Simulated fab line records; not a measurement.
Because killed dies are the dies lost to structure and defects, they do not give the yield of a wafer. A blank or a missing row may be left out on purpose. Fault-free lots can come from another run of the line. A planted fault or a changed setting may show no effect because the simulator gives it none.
Matching of chambers | flow nandHarc | aldHk-02 running NHARC_A_STAIRCASE_ALD_420: 4 sister chambers
The step deposits SiO2, target thk 20 nm, pulse time 6 s, ald cycles 200. 4 wafers are shown with their chamber, then 8 later ones without.

## WAFERS WITH THEIR CHAMBER
wafer  | chamber | heaterPowerW (W)
L094.1 | 1       | 441
L094.2 | 3       | 556
L094.3 | 2       | 427
L095.1 | 0       | 456

## WAFERS WHOSE CHAMBER IS MISSING
wafer  | heaterPowerW (W)
L095.3 | 435
L095.4 | 409
L097.2 | 417
L097.5 | 425
L097.6 | 557
L097.1 | 428
L097.3 | 545
L097.4 | 442

## EACH ONE'S CHAMBER
wafer  | from the rows above          | in truth
L095.3 | can't be placed: 1 or 2 or 0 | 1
L095.4 | can't be placed: 2 or 1      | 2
L097.2 | can't be placed: 2 or 1      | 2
L097.5 | can't be placed: 2 or 1      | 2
L097.6 | 3                            | 3
L097.1 | can't be placed: 2 or 1      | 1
L097.3 | 3                            | 3
L097.4 | can't be placed: 1 or 0 or 2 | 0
2 of 8 placed correctly. Not placeable from these rows: 6 (in 6, the candidates include the true chamber). 0 placed wrongly.
How it was worked out, from the rows above alone: a wafer's distance from a chamber is the root of the sum, over the readings, of the square of ((its reading less the chamber's mean) divided by the reading's scatter). If the next closest chamber is less than 2 further off than the closest, the wafer can't be placed; otherwise it belongs to the closest. A chamber's mean is the mean of its shown wafers. The scatter (one wafer shown for each chamber): square how far every hidden wafer sits from the nearest shown wafer, average those squares and take the square root.
